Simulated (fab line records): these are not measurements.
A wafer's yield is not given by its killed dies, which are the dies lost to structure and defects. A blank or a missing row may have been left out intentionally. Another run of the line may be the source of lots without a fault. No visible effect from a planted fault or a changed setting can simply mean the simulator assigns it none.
Chamber matching    flow n5_finfet    4 sister chambers for N5_BEOL_M8_ETCH_61 on rie_diel-06
The step etches SiARC in CF4, target depth 45.5 nm, time 75.8 s. 18 wafers are shown with their chamber, then 9 later ones without.

== WAFERS PAIRED WITH THEIR CHAMBERS ==
wafer   chamber  oes_product_au (a.u.)  showerhead_plenum_p_Torr (Torr)  throttle_valve_pct (%)
L074.1  3        0.63                   2.06                             15.79
L074.3  0        0.59                   2.21                             16.02
L074.5  2        0.59                   2.21                             15.79
L078.2  2        0.59                   2.21                             15.79
L078.4  3        0.62                   2.06                             15.83
L078.6  0        0.59                   2.20                             16.04
L080.1  3        0.62                   2.06                             15.82
L080.3  2        0.58                   2.20                             15.83
L080.5  2        0.58                   2.20                             15.81
L082.1  3        0.63                   2.06                             15.82
L082.4  0        0.58                   2.20                             16.08
L082.5  2        0.58                   2.20                             15.82
L083.2  1        0.80                   2.11                             15.47
L083.4  3        0.62                   2.06                             15.84
L083.6  3        0.62                   2.06                             15.84
L084.2  3        0.62                   2.05                             15.85
L084.5  0        0.58                   2.20                             16.07
L084.6  3        0.62                   2.05                             15.85

SIGNATURES (means of the wafers above)
reading                   chamber 0  chamber 1  chamber 2  chamber 3  scatter within a chamber
oes_product_au            0.5850     0.8000     0.5840     0.6225     0.00514
showerhead_plenum_p_Torr  2.2025     2.1100     2.2040     2.0575     0.00496
throttle_valve_pct        16.0525    15.4700    15.8080    15.8300    0.0213
Rule: a wafer's distance from a chamber is the root of the sum, over the readings, of the square of ((its reading less the chamber's mean) divided by the reading's scatter). The wafer belongs to the nearest chamber; if the next one is less than 2 further off, it can't be placed. How the scatter is found: for the shown wafers, subtract from each reading the mean of its chamber, square and add these, divide the total by (wafers less chambers), then take the root.

== WAFERS WHOSE CHAMBER IS MISSING ==
wafer   oes_product_au (a.u.)  showerhead_plenum_p_Torr (Torr)  throttle_valve_pct (%)
L088.2  0.58                   2.20                             15.83
L088.3  0.57                   2.20                             16.10
L088.4  0.79                   2.11                             15.47
L093.2  0.76                   2.10                             15.51
L093.3  0.61                   2.05                             15.89
L093.4  0.77                   2.10                             15.50
L097.3  0.73                   2.10                             15.57
L097.4  0.73                   2.10                             15.56
L097.5  0.82                   2.19                             15.58

== EACH ONE'S CHAMBER ==
wafer    from the rows above   in truth
L088.2   2                     2
L088.3   0                     0
L088.4   1                     1
L093.2   1                     1
L093.3   3                     3
L093.4   1                     1
L097.3   1                     1
L097.4   1                     1
L097.5   1                     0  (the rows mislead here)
Correct placement for 8 of the 9. Number that these rows cannot place: 0. Number placed wrongly: 1.
